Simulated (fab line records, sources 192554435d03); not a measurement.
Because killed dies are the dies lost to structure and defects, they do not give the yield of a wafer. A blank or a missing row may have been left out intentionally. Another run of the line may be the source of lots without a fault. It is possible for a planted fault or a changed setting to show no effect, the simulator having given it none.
Tool commonality check + flow n5Finfet + Lots sampled 9, wafers sampled 27

THE REASON FOR OPENING IT
3 of 9 lots carry a flag on the reading M3_THK at N5_BEOL_M3_THK_MEAS_53. No-fault wafers: 39.8 nm, standard deviation 1.6.
Rule: a lot is flagged in two cases, either no wafer of it has a number, or all its wafers with numbers fall more than 4 standard deviations from that mean. The rest of the lots are taken to be sound.

| lot  | measured     | on           | M3_THK (nm), wafer by wafer | flag    |
|------|--------------|--------------|-----------------------------|---------|
| L679 | day 8 17:11  | filmMetro-01 | 39.5 41.4 38.8              |         |
| L681 | day 9 07:19  | filmMetro-02 | 39.5 37.7 40.1              |         |
| L683 | day 9 20:07  | filmMetro-02 | 295.5 295.2 297.1           | FLAGGED |
| L687 | day 10 01:41 | filmMetro-01 | 308.1 306.0 297.3           | FLAGGED |
| L685 | day 10 07:44 | filmMetro-02 | 304.1 300.4 300.7           | FLAGGED |
| L693 | day 12 02:40 | filmMetro-01 | 37.3 41.4 40.5              |         |
| L696 | day 12 11:22 | filmMetro-02 | 39.2 40.8 41.4              |         |
| L697 | day 13 16:44 | filmMetro-01 | 39.0 40.3 39.4              |         |
| L699 | day 13 19:35 | filmMetro-01 | 40.5 39.7 40.2              |         |
On average the flagged lots read 300.5 nm, which is +260.7 nm against the usual, or +99 or more standard deviations.

WHICH TOOL EACH LOT WENT THROUGH
Before the reading, the record contains 3 process steps out of a 1938-step route. Each cell gives the tool, then ch followed by the chambers the sampled wafers passed through, then the start.
| lot  | flag    | N5_BEOL_M3_ANNEAL_87        | N5_BEOL_M3_ANNEAL_91        | N5_BEOL_M3_CMP_52             |
|------|---------|-----------------------------|-----------------------------|-------------------------------|
| L679 |         | pvdSputter-03, day 8 15:23  | pvdSputter-03, day 8 15:49  | cmp-02 ch 0,1,2, day 8 16:53  |
| L681 |         | pvdSputter-01, day 9 05:31  | pvdSputter-01, day 9 05:58  | cmp-04 ch 0,2,3, day 9 07:02  |
| L683 | FLAGGED | pvdSputter-01, day 9 18:18  | pvdSputter-01, day 9 18:44  | cmp-02 ch 1,2,3, day 9 19:53  |
| L687 | FLAGGED | pvdSputter-01, day 9 23:53  | pvdSputter-01, day 10 00:19 | cmp-04 ch 2,3, day 10 01:23   |
| L685 | FLAGGED | pvdSputter-03, day 10 05:41 | pvdSputter-03, day 10 06:08 | cmp-01 ch 1,2,3, day 10 07:32 |
| L693 |         | pvdSputter-01, day 12 00:52 | pvdSputter-01, day 12 01:18 | cmp-02 ch 0,2,3, day 12 02:29 |
| L696 |         | pvdSputter-01, day 12 09:34 | pvdSputter-01, day 12 10:00 | cmp-02 ch 0,2,3, day 12 11:11 |
| L697 |         | pvdSputter-03, day 13 14:26 | pvdSputter-03, day 13 14:53 | cmp-01 ch 2,3, day 13 16:26   |
| L699 |         | pvdSputter-02, day 13 17:46 | pvdSputter-02, day 13 18:13 | cmp-04 ch 0,2,3, day 13 19:22 |
These steps, and what they do:
- N5_BEOL_M3_ANNEAL_87: time 240 s.
- N5_BEOL_M3_ANNEAL_91: time 240 s.
- N5_BEOL_M3_CMP_52: polishes, stops on SiOC, t overpolish 6.8 s, target thk 40 nm.
- N5_BEOL_M3_THK_MEAS_53: measures by xrf.

FLAGGED AGAINST TOTAL, ONE TOOL AT A TIME (gauges that did the reading follow at the end)
| step                   | tool          | lots run | flagged | share of the flagged lots | sound lots run after its first flagged lot |
|------------------------|---------------|----------|---------|---------------------------|--------------------------------------------|
| N5_BEOL_M3_ANNEAL_87   | pvdSputter-01 | 5        | 2       | some                      | 2 (L693,L696)                              |
| N5_BEOL_M3_ANNEAL_87   | pvdSputter-02 | 1        | 0       | none                      | -                                          |
| N5_BEOL_M3_ANNEAL_87   | pvdSputter-03 | 3        | 1       | some                      | 1 (L697)                                   |
| N5_BEOL_M3_ANNEAL_91   | pvdSputter-01 | 5        | 2       | some                      | 2 (L693,L696)                              |
| N5_BEOL_M3_ANNEAL_91   | pvdSputter-02 | 1        | 0       | none                      | -                                          |
| N5_BEOL_M3_ANNEAL_91   | pvdSputter-03 | 3        | 1       | some                      | 1 (L697)                                   |
| N5_BEOL_M3_CMP_52      | cmp-01        | 2        | 1       | some                      | 1 (L697)                                   |
| N5_BEOL_M3_CMP_52      | cmp-02        | 4        | 1       | some                      | 2 (L693,L696)                              |
| N5_BEOL_M3_CMP_52      | cmp-04        | 3        | 1       | some                      | 1 (L699)                                   |
| N5_BEOL_M3_THK_MEAS_53 | filmMetro-01  | 5        | 1       | some                      | 3 (L693,L697,L699)                         |
| N5_BEOL_M3_THK_MEAS_53 | filmMetro-02  | 4        | 2       | some                      | 1 (L696)                                   |

WHAT THE TABLE PERMITS
No row of the table ran every flagged lot.

WHAT HAD BEEN PUT IN BY THE SIMULATOR
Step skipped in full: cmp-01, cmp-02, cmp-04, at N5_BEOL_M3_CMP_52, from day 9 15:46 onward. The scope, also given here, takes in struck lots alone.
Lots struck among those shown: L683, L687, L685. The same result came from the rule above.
